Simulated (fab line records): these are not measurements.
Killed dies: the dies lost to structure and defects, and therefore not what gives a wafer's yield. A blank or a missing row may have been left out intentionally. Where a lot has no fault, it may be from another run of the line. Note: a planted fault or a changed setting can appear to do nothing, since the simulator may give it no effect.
Problem report in the 8D (eight disciplines) form, filled by code :: flow n5_finfet :: the parts of the form that need people (team, actions taken, sign-off) are left out

## 1. THE PROBLEM
M5_ILD_THK at N5_BEOL_M5_THK_MEAS_01 reads a mean of 106.4 nm on 1 wafer of 1 lot; wafers without a fault read 121.0 nm with a standard deviation of 1.3. That is -11 standard deviations from the usual mean.
Earliest sighting: wafer L214.6 on film_metro-01 at day 10 11:31. At this step, 33 wafers from 11 lots have a number in the record. The rule behind "out" and "out of limits": a value lying over 4 standard deviations away from the usual mean. Any other wafer with a number is counted as sound.

## 2. WHAT IT IS; WHAT IT IS NOT
question: which readings at this step
is: M5_ILD_THK
is not: -

question: which lots
is: L214
is not: L204, L206, L207, L208, L209, L211, L216, L217, L225, L226

question: which wafers of those lots
is: L214.6
is not: L214.2, L214.5

question: read on which gauges
is: film_metro-01
is not: film_metro-02

question: when
is: from day 10 11:31
is not: up to then (20 sound wafers); but 12 sound wafers of L216, L217, L225, L226 came after

## 3. THE SUSPECTS, EACH WITH WHAT RULES IT OUT
Counting: a tool at a process step up to the reading stays a suspect if it ran every lot that is out. Sound lots after the first of them don't rule it out here, since some wafers of a struck lot are sound.
- the gauge at N5_BEOL_M5_THK_MEAS_01: kept. All the wafers that are out were read on film_metro-01, and no step on other tools shows them out.
- pvd_sputter-02 at N5_BEOL_M4_ANNEAL_87 (time 240 s): kept. It processed L214, the lot that is out, at day 10 07:44, and its most recent sound lot before then was L208 at day 8 18:47.
- pvd_sputter-02 at N5_BEOL_M4_SPUTTER_92 (material Cu, target thk 4.5 nm, time 8.29 s): kept. It processed L214, the lot that is out, at day 10 08:19, and its most recent sound lot before then was L208 at day 8 19:22.
- pecvd-02 at N5_BEOL_M5_ILD_DEP_00 (deposits SiCOH lowk from DEMS/porogen, target thk 140.64 nm, time 25.9 s): kept. It processed L214, the lot that is out, at day 10 10:56, and its most recent sound lot before then was L211 at day 9 04:47.
- Within pecvd-02 at N5_BEOL_M5_ILD_DEP_00: the wafers that are out ran in chamber 1; their sound lot-mates ran in chambers 0, 2.
Left after counting: pvd_sputter-02 at N5_BEOL_M4_ANNEAL_87, pvd_sputter-02 at N5_BEOL_M4_SPUTTER_92, pecvd-02 at N5_BEOL_M5_ILD_DEP_00, film_metro-01 at N5_BEOL_M5_THK_MEAS_01.

## 4. THE CAUSE (what the simulator had put in)
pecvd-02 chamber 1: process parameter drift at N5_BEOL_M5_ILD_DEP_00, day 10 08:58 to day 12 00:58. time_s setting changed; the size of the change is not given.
Counting leaves 4 suspects; this tool is one of them.

## 5. THE EFFECT CHAIN, in route order
Rows list readings where the struck wafers' mean (over those with a number) sits beyond 3 standard deviations from the usual. Only readings for which the record gives a usual standard deviation are gone through. hours: the time from each lot's start at the first step in this table that gives one to its start at this step, as a median over the lots. sigmas: the change in usual standard deviations.
hours: 0
step: N5_BEOL_M5_THK_MEAS_01
reading: M5_ILD_THK
usual: 121.0 nm
on struck wafers: 106.4
change: -14.6
sigmas: -11

## 6. WHAT WOULD HAVE CAUGHT IT SOONER
3 hours passed between the start of the fault at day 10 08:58 and the first reading out of limits at a measuring or inspecting step in this record, taken at day 10 11:31.
Of the tool readings at N5_BEOL_M5_ILD_DEP_00 for which the record gives a usual standard deviation, none was out on any struck wafer, so an alarm limit of 4 standard deviations on them would not have fired.
Lots out: 1; all had begun N5_BEOL_M5_ILD_DEP_00 on pecvd-02 by day 10 11:31. Tool hold at that time: it would have spared none of them.
